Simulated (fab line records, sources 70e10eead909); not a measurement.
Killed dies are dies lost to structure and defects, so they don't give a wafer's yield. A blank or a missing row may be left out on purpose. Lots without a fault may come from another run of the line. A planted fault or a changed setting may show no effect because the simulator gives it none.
A struck lot beside a sound one | flow nand_harc | 16 steps out of a route of 1302
Sound: wafers L705.3, L705.4, L705.5. Struck: wafers L704.1, L704.2, L704.4. The cause comes at the end.
At each step with rows: each side's tool, then ch and its chambers, then its first start. Under that, the readings that differ: sound wafers | struck wafers | difference of the means | sigmas: that difference in standard deviations of wafers without a fault.
alike: readings whose means differ by less than 2 such deviations, and words and numbers that are the same on both sides. not compared: withheld readings, readings that some wafer has no value for, bounds like >300 that may hide the same value, and numbers for which the record gives no deviation and whose values overlap.
The two part at a step that has a row with sigmas, a row that says differs or no value, or rows on one side only. Numbers that don't overlap but have no deviation are shown without sigmas and don't part them. A reading that every wafer of one side lacks parts them only if that side has two wafers or more.

first, 1 step without rows for these wafers: NHARC_A_M0_DESCUM_14 (chemistry O2, time 3 s).
NHARC_A_M0_ETCH_34: etches the open film in N2/H2, target depth 40 nm, overetch 12 nm, time 43.94 s.
  sound on rie_diel-11 ch 1,3, day 28 18:23; struck on rie_diel-11 ch 0,1,3, day 28 02:32
  alike: chamber_pressure_mTorr, drypump_motor_current_A, h2_flow_sccm, oes_product_au, rf_vpp_V, showerhead_plenum_p_Torr, throttle_valve_pct
  not compared: rf_hours_counter_h
NHARC_A_M0_ETCH_15: etches the open film in C4F8/Ar, target depth 150 nm, overetch 15 nm, time 82.5 s.
  sound on rie_diel-11 ch 0,1,3; struck on rie_diel-11 ch 0,1,3
  alike: chamber_pressure_mTorr, oes_product_au, rf_vpp_V
  not compared: rf_hours_counter_h
NHARC_A_M0_CD_MEAS_16:
  sound on cd_sem-02, day 28 18:35; struck on cd_sem-03, day 28 02:46
  alike: cd_nm
then, 3 steps without rows for these wafers: NHARC_A_M0_STRIP_18 (strips in N2/H2); NHARC_A_M0_STRIP_19 (strips in post etch residue remover, time 600 s); NHARC_A_M0_DEGAS_28 (time 60 s).
NHARC_A_M0_PRE_CLEAN_29: time 30 s.
  sound on pvd_sputter-03; struck on pvd_sputter-01
  alike: heater_power_w
NHARC_A_M0_PVD_20: deposits TaN, target thk 5 nm, time 8.06 s.
  sound on pvd_sputter-03; struck on pvd_sputter-01
  alike: bias_v, cathode_dc_power_W, chamber_pressure_pa, throttle_valve_pct
then, 2 steps without rows for these wafers: NHARC_A_M0_PVD_21 (deposits Cu, target thk 30 nm, time 20.49 s); NHARC_A_M0_ECD_22 (material Cu, target thk 400 nm).
NHARC_A_M0_ANNEAL_30: time 90 s.
  sound on rtp_anneal-02 ch 0, day 28 20:05; struck on rtp_anneal-01 ch 0, day 28 04:08
  alike: wafer_temp_C_max
NHARC_A_M0_CMP_23: polishes, t overpolish 20 s, target thk 113.75 nm.
  sound on cmp-02 ch 1,2,3, day 28 20:19; struck on cmp-04 ch 1,2,3, day 28 04:31
  no value came back on the struck wafers for edge_zone_pressure_frac, motor_current_A (A), time_to_endpoint_s (s); on the sound wafers edge_zone_pressure_frac reads 1.000 0.999 1.003
NHARC_A_M0_THK_MEAS_24: measures by xrf.
  sound on film_metro-01, day 28 20:38; struck on film_metro-01, day 28 04:48
  reading     | sound             | struck            | difference | sigmas
  thk_nm (nm) | 114.4 115.3 115.2 | 399.2 398.3 397.5 | +283.4     | +99 or more
then, 1 step without rows for these wafers: NHARC_A_M0_SRD_25.
NHARC_END_SORT_01:
  the record has rows for the struck wafers here (prober-01 ch 0, day 29 20:14) and none for the sound ones

WHERE THEY PART
First at NHARC_A_M0_CMP_23; last, within this record, at NHARC_END_SORT_01.

WHY: what the simulator had put in
Skipped step whole: cmp-04, from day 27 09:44 on, at NHARC_A_M0_CMP_23. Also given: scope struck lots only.
